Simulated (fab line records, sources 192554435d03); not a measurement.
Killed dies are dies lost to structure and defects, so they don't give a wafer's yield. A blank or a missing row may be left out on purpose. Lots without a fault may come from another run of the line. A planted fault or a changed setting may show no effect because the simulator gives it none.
A struck lot beside a sound one | flow n5_finfet | 15 steps out of a route of 1938
Sound: wafers L488.3, L488.5, L488.6. Struck: wafers L498.3, L498.5, L498.6. The cause comes at the end.
At each step with rows: each side's tool, then ch and its chambers, then its first start. Under that, the readings that differ: sound wafers | struck wafers | difference of the means | sigmas: that difference in standard deviations of wafers without a fault.
alike: readings whose means differ by less than 2 such deviations, and words and numbers that are the same on both sides. not compared: withheld readings, readings that some wafer has no value for, bounds like >300 that may hide the same value, and numbers for which the record gives no deviation and whose values overlap.
The two part at a step that has a row with sigmas, a row that says differs or no value, or rows on one side only. Numbers that don't overlap but have no deviation are shown without sigmas and don't part them. A reading that every wafer of one side lacks parts them only if that side has two wafers or more.

N5_BEOL_M0_SAQP_CD_MEAS_40: target cd 30 nm.
  sound on cd_sem-01 ch 0, day 7 23:03; struck on cd_sem-03 ch 0, day 10 08:23
  alike: cd_nm
N5_BEOL_M0_SAQP_OVL_MEAS_41:
  sound on overlay-02 ch 0, day 7 23:05; struck on overlay-02 ch 0, day 10 08:26
  alike: M0_CUT1_OVL
N5_BEOL_M0_SAQP_INSPECT_42: inspects for defects (brightfield).
  sound on defect_inspect-01, day 7 23:08; struck on defect_inspect-02, day 10 08:28
  alike: raw_defect_count
N5_BEOL_M0_SAQP_DESCUM_45: chemistry O2, time 7 s.
  sound on rie_diel-04 ch 1,3, day 7 23:10; struck on rie_diel-06 ch 0,1, day 10 08:31
  alike: drypump_motor_current_A, oes_product_au, rf_vpp_V, showerhead_plenum_p_Torr, throttle_valve_pct
  not compared: rf_hours_counter_h
N5_BEOL_M0_SAQP_ETCH_88: etches underlayer in N2/H2, target depth 6.5 nm, time 5.2 s.
  sound on rie_diel-04 ch 1,3, day 7 23:13; struck on rie_diel-06 ch 0,1, day 10 08:32
  alike: drypump_motor_current_A, etch_rf_on_time_s, h2_flow_sccm, oes_product_au, rf_vpp_V, showerhead_plenum_p_Torr, throttle_valve_pct
  not compared: rf_hours_counter_h
N5_BEOL_M0_SAQP_ETCH_73: etches SiARC in CF4, target depth 19.5 nm, time 32.5 s.
  sound on rie_diel-04 ch 1,3, day 7 23:13; struck on rie_diel-06 ch 0,1, day 10 08:34
  alike: drypump_motor_current_A, etch_rf_on_time_s, oes_product_au, rf_vpp_V, showerhead_plenum_p_Torr, throttle_valve_pct
  not compared: rf_hours_counter_h
then, 3 steps without rows for these wafers: N5_BEOL_M0_SAQP_CUT_ETCH_46 (etches SOC in N2/H2, target depth 135 nm, overetch 27 nm, time 202.5 s); N5_BEOL_M0_SAQP_STRIP_74 (strips in N2/H2); N5_BEOL_M0_SAQP_STRIP_89 (strips in N2/H2).
N5_BEOL_M0_SAQP_ALD_48: deposits SiO2, target thk 20 nm, pulse time 1 s, co reactant pulse time 1 s.
  sound on ald_sin-01 ch 0,2,3, day 7 23:54; struck on ald_sin-04 ch 1,2, day 10 08:47
  reading            | sound    | struck   | difference | sigmas
  heater_power_w (W) | 81 68 72 | 95 95 77 | +15        | +2
  alike: precursor_pulse_height_rel
N5_BEOL_M0_SAQP_ETCH_49: etches SiO2 in CF4/O2, target depth 37 nm.
  sound on rie_diel-06 ch 1,2,3, day 8 00:27; struck on rie_diel-02 ch 0,1, day 10 09:25
  alike: drypump_motor_current_A, oes_f_703_au, oes_product_au, rf_vpp_V, showerhead_plenum_p_Torr, throttle_valve_pct
  not compared: rf_hours_counter_h
then, 1 step without rows for these wafers: N5_BEOL_M0_SAQP_STRIP_75 (strips in CF4).
N5_BEOL_M0_CUTY_COAT_50: time 60 s, resist thk 15 nm.
  sound on litho_track-04 ch 0, day 8 00:36; struck on litho_track-04 ch 0, day 10 09:34
  reading                                         | sound                | struck               | difference | sigmas
  spin_speed_rpm (rpm)                            | 1500.5 1500.5 1500.4 | 1572.6 1572.7 1572.1 | +72.0      | +87
  model.SiARC_of_BEOL_M0_CUTY_COAT_50.thk_nm (nm) | 15 15 15             | 14.8 14.8 14.8       | -0.2       |
  alike: heater_power_total_W
then, 1 step without rows for these wafers: N5_BEOL_M0_CUTY_COAT_51 (resist thk 150 nm).
-- the record jumps here: 3 days lie between the struck wafers' starts before and after (it left off in module BEOL_M0_CUTY and takes up again in module BEOL_M4, whose first step shown is number 1111 of the route) --
N5_BEOL_M4_RC_MEAS_101:
  sound on prober-01 ch 0, day 10 19:36; struck on prober-02 ch 0, day 13 19:25
  alike: DIBL_N, DIBL_P, IOFF_N, IOFF_P, ION_N, ION_P, SS_N, SS_P, VT_N, VT_P

WHERE THEY PART
First at N5_BEOL_M0_SAQP_ALD_48; last, within this record, at N5_BEOL_M0_CUTY_COAT_50. Later steps at which nothing parts them and some readings are alike: N5_BEOL_M4_RC_MEAS_101.

WHY: what the simulator had put in
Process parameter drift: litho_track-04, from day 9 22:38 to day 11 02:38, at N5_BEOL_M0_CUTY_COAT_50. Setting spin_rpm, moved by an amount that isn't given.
